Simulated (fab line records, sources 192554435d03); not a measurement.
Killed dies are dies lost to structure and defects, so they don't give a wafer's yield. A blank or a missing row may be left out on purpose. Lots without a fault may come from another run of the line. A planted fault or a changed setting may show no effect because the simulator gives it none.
Which tool did it? | flow n5_finfet | 11 lots, 32 wafers sampled, at 5 steps of a route of 1938

WHAT THE GAUGES READ, wafer by wafer
N5_WELL_APT_OVL_MEAS_26.
lot  | measured    | on         | PWELL_OVL (nm)
L220 | day 1 15:41 | overlay-02 | -8 -2 5
L221 | day 1 20:47 | overlay-01 | 12 2 15
L223 | day 2 09:03 | overlay-02 | 9 -2 0
L224 | day 2 14:57 | overlay-02 | -1 4 6
L225 | day 2 20:51 | overlay-01 | 5 8
L226 | day 3 03:07 | overlay-01 | 8 6 15
L230 | day 4 03:10 | overlay-01 | -1 10 2
L235 | day 5 09:34 | overlay-02 | -3 1 4
L236 | day 5 14:50 | overlay-02 | -14 -15 -5
L242 | day 7 03:12 | overlay-01 | 3 3 6
L243 | day 7 09:03 | overlay-01 | 7 11 6

N5_FIN_SAQP_OVL_MEAS_17.
lot  | measured    | on         | FIN_CORE_OVL (nm)
L220 | day 1 22:31 | overlay-02 | -0.3 -1.3 -0.2
L221 | day 2 04:03 | overlay-01 | -1.2 -0.1 -0.1
L223 | day 2 16:17 | overlay-01 | -0.2 -0.4 -1.0
L224 | day 2 21:49 | overlay-02 | 0.1 -0.1 -0.1
L225 | day 3 03:19 | overlay-01 | -1.6 -1.5
L226 | day 3 09:30 | overlay-02 | -0.2 0.6 0.6
L230 | day 4 09:40 | overlay-01 | 1.2 0.2 -0.9
L235 | day 5 17:38 | overlay-02 | - - -
L236 | day 5 21:19 | overlay-02 | - - -
L242 | day 7 10:32 | overlay-02 | -1.8 -0.7 -1.0
L243 | day 7 15:51 | overlay-02 | -0.3 -1.3 0.0

WHICH TOOL RAN EACH LOT (tool, then ch and the chambers of the sampled wafers, then the start)
lot  | N5_WELL_APT_EPI_41             | N5_PMOS_HMC_CHANNEL_EPI_HM_DEP_34 | N5_PMOS_HMC_CHANNEL_EPI_FIN_RECESS_16
L220 | epi_rpcvd-02 ch 0, day 1 17:14 | pecvd-02 ch 1,2, day 1 17:43      | rie_si-05 ch 0,1, day 1 18:32
L221 | epi_rpcvd-03 ch 0, day 1 22:09 | pecvd-02 ch 0,1, day 1 22:44      | rie_si-06 ch 0,2,3, day 2 00:15
L223 | epi_rpcvd-04 ch 0, day 2 10:06 | pecvd-02 ch 1,2, day 2 10:47      | rie_si-02 ch 0,2, day 2 11:36
L224 | epi_rpcvd-03 ch 0, day 2 16:01 | pecvd-03 ch 0,1, day 2 16:41      | rie_si-06 ch 2,3, day 2 17:41
L225 | epi_rpcvd-04 ch 0, day 2 22:16 | pecvd-03 ch 1, day 2 22:40        | rie_si-06 ch 1, day 2 23:37
L226 | epi_rpcvd-03 ch 0, day 3 04:10 | pecvd-01 ch 0,2, day 3 04:50      | rie_si-05 ch 1,3, day 3 05:52
L230 | epi_rpcvd-04 ch 0, day 4 04:20 | pecvd-01 ch 1,2, day 4 04:54      | rie_si-02 ch 1,2, day 4 06:10
L235 | epi_rpcvd-03 ch 0, day 5 11:20 | pecvd-03 ch 0,1,2, day 5 12:05    | rie_si-02 ch 0,1,3, day 5 13:04
L236 | epi_rpcvd-02 ch 0, day 5 16:06 | pecvd-01 ch 1,2, day 5 16:40      | rie_si-06 ch 1,2,3, day 5 17:37
L242 | epi_rpcvd-03 ch 0, day 7 05:09 | pecvd-01 ch 0,1, day 7 05:37      | rie_si-05 ch 1,2,3, day 7 06:27
L243 | epi_rpcvd-04 ch 0, day 7 10:21 | pecvd-02 ch 1,2, day 7 11:13      | rie_si-05 ch 1,2,3, day 7 12:02
- N5_WELL_APT_EPI_41: deposits Si from SiH4/H2, target thk 50 nm, time 297.7 s.
- N5_PMOS_HMC_CHANNEL_EPI_HM_DEP_34: deposits SiO2 from TEOS/O2, target thk 36 nm, time 6.9 s.
- N5_PMOS_HMC_CHANNEL_EPI_FIN_RECESS_16: chemistry HBr/Cl2, target Si, target depth 54 nm, time 18 s.

WHAT THE TOOLS THEMSELVES READ (means of the sampled wafers that have a number; where no wafer has one, the mark that the record gives instead)
N5_WELL_APT_EPI_41.
lot  | tool         | susceptor_temp_C_max | throttle_valve_pct (%)
L220 | epi_rpcvd-02 | 651.1                | 11.7
L221 | epi_rpcvd-03 | 651.3                | 12.3
L223 | epi_rpcvd-04 | 651.7                | 11.0
L224 | epi_rpcvd-03 | 650.7                | 12.3
L225 | epi_rpcvd-04 | 651.3                | 10.9
L226 | epi_rpcvd-03 | 650.8                | 12.2
L230 | epi_rpcvd-04 | 651.7                | 11.0
L235 | epi_rpcvd-03 | 651.2                | 12.2
L236 | epi_rpcvd-02 | 651.2                | 11.5
L242 | epi_rpcvd-03 | 650.8                | 12.4
L243 | epi_rpcvd-04 | 651.5                | 11.2

N5_PMOS_HMC_CHANNEL_EPI_HM_DEP_34.
lot  | tool     | heater_power_w (W) | showerhead_plenum_p_Torr (Torr) | throttle_valve_pct (%)
L220 | pecvd-02 | 628                | 8.350                           | 18.8
L221 | pecvd-02 | 606                | 8.329                           | 19.8
L223 | pecvd-02 | 688                | 8.350                           | 19.0
L224 | pecvd-03 | 457                | 8.330                           | 19.3
L225 | pecvd-03 | 419                | 8.301                           | 21.1
L226 | pecvd-01 | 567                | 8.333                           | 18.1
L230 | pecvd-01 | 580                | 8.350                           | 18.1
L235 | pecvd-03 | 462                | 8.330                           | 18.9
L236 | pecvd-01 | 551                | 8.328                           | 17.7
L242 | pecvd-01 | 563                | 8.337                           | 17.8
L243 | pecvd-02 | 641                | 8.337                           | 19.0

N5_PMOS_HMC_CHANNEL_EPI_FIN_RECESS_16.
lot  | tool      | HBr_flow_sccm (sccm) | bias_w (W) | drypump_motor_current_A (A) | oes_product_au (a.u.) | throttle_valve_pct (%)
L220 | rie_si-05 | 149.6                | 75.38      | 5.4                         | 1.009                 | 35.6
L221 | rie_si-06 | 150.3                | 74.88      | 5.7                         | 1.006                 | 35.4
L223 | rie_si-02 | 149.9                | 74.90      | 5.7                         | 0.957                 | 35.3
L224 | rie_si-06 | 150.0                | 74.83      | 6.2                         | 1.006                 | 35.6
L225 | rie_si-06 | 150.0                | 75.22      | 5.4                         | 0.999                 | 35.6
L226 | rie_si-05 | 149.7                | 75.04      | 6.0                         | 0.998                 | 36.0
L230 | rie_si-02 | 149.2                | 75.04      | 5.9                         | 0.956                 | 35.5
L235 | rie_si-02 | -                    | -          | -                           | -                     | -
L236 | rie_si-06 | -                    | -          | -                           | -                     | -
L242 | rie_si-05 | 149.9                | 75.10      | 5.9                         | 0.991                 | 35.5
L243 | rie_si-05 | 150.2                | 74.84      | 5.9                         | 0.999                 | 35.5

THE ANSWER, worked out from the rows above alone
Rule: what is usual is taken from the lots themselves. Put in order of their means at a reading, lots are off if they are a third of the lots or fewer, leave a main group of 4 or more, and stand apart from it by a gap of 3 or more times the standard deviation of the main group's means; of several such gaps the widest counts. A main group whose means are all the same, to the digits that the tables above print for the reading, isn't used. A lot without any number at a reading at which 4 lots or more have one is off too. The other lots that the step has rows for count as sound. The gauges are gone through in route order, then the tools' own readings, and for those a lot's mean is taken as printed above. The first step at which some lot is off is used, and at that step the reading that is off furthest; a lot without a number counts as furthest.
Off: L235, L236, at N5_FIN_SAQP_OVL_MEAS_17 (FIN_CORE_OVL). Without a number there: L235, L236. The main group: mean -0.5 nm, standard deviation 0.57.
A tool fits if, at a process step before that reading, it ran every lot that is off, and no sound lot after the first of them. The gauges at N5_FIN_SAQP_OVL_MEAS_17 aren't tried: what is off there is off at N5_PMOS_HMC_CHANNEL_EPI_FIN_RECESS_16 too, on other tools, and a gauge's error can't cause that. None of those tried fits.

WHAT THE SIMULATOR HAD PUT IN
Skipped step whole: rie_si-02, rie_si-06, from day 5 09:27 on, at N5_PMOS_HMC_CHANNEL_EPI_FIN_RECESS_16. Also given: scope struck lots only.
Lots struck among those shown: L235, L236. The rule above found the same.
